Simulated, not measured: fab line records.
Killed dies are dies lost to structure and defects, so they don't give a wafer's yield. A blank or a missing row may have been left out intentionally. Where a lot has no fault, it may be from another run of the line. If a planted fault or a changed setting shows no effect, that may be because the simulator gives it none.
What tool caused it? -- flow n5_finfet -- Sampling: 9 lots, 25 wafers, 4 of 1938 route steps

## WHAT EACH GAUGE READ, for each wafer
N5_BEOL_M4_INSPECT_59: inspects for defects (darkfield).
lot,measured,on,raw_defect_count
L219,day 7 17:23,defect_inspect-01,110 85 117
L222,day 8 07:34,defect_inspect-01,29 63 75
L226,day 9 22:11,defect_inspect-01,441 443 527
L227,day 10 02:05,defect_inspect-02,430 446 450
L233,day 11 16:49,defect_inspect-02,117 113 62
L234,day 12 10:05,defect_inspect-02,81 56
L239,day 12 22:41,defect_inspect-02,89 54 59
L240,day 13 01:01,defect_inspect-02,55 60
L242,day 14 08:55,defect_inspect-02,40 49 68

## WHICH TOOL RAN EACH LOT (tool, then ch and the chambers of the sampled wafers, then the start)
lot,N5_BEOL_M4_ANNEAL_91,N5_BEOL_M4_ANNEAL_95,N5_BEOL_M4_DEP_57
L219,"pvd_sputter-02, day 7 15:44","pvd_sputter-02, day 7 16:10","pecvd-01 ch 1,2, day 7 17:17"
L222,"pvd_sputter-01, day 8 05:55","pvd_sputter-01, day 8 06:22","pecvd-01 ch 0,2, day 8 07:29"
L226,"pvd_sputter-03, day 9 20:10","pvd_sputter-03, day 9 20:37","pecvd-01 ch 0,1, day 9 22:05"
L227,"pvd_sputter-02, day 10 00:23","pvd_sputter-02, day 10 00:49","pecvd-01 ch 0,1, day 10 02:00"
L233,"pvd_sputter-02, day 11 15:08","pvd_sputter-02, day 11 15:34","pecvd-02 ch 1,2, day 11 16:43"
L234,"pvd_sputter-01, day 12 08:22","pvd_sputter-01, day 12 08:49","pecvd-03 ch 1,2, day 12 10:00"
L239,"pvd_sputter-02, day 12 20:19","pvd_sputter-02, day 12 20:46","pecvd-02 ch 1,2, day 12 22:35"
L240,"pvd_sputter-03, day 12 23:13","pvd_sputter-03, day 12 23:40","pecvd-02 ch 0,1, day 13 00:57"
L242,"pvd_sputter-03, day 14 07:15","pvd_sputter-03, day 14 07:41","pecvd-01 ch 0,1,2, day 14 08:49"
- N5_BEOL_M4_ANNEAL_91: time 240 s.
- N5_BEOL_M4_ANNEAL_95: time 240 s.
- N5_BEOL_M4_DEP_57: deposits SiCN from 3MS/NH3, target thk 8 nm, time 14 s.

## THE ANSWER, worked out from the rows above alone
Rule: the lots themselves supply what counts as usual. Put in order of their means at a reading, lots are off if they are a third of the lots or fewer, leave a main group of 4 or more, and stand apart from it by a gap of 3 or more times the standard deviation of the main group's means; of several such gaps the widest counts. A main group is skipped when, at the precision printed for the reading in the tables above, its means are all equal. A lot without any number at a reading at which 4 lots or more have one is off too. All remaining lots with rows at the step are treated as sound.
Off at N5_BEOL_M4_INSPECT_59 (raw_defect_count): L226, L227. The main group has a mean of 72 with a standard deviation of 19.
A tool fits if, at a process step before that reading, it ran every lot that is off, and no sound lot after the first of them. Those tools and the gauges at N5_BEOL_M4_INSPECT_59 are tried in the same way. Not one of the candidates tried fits.

## WHAT HAD BEEN PUT IN BY THE SIMULATOR
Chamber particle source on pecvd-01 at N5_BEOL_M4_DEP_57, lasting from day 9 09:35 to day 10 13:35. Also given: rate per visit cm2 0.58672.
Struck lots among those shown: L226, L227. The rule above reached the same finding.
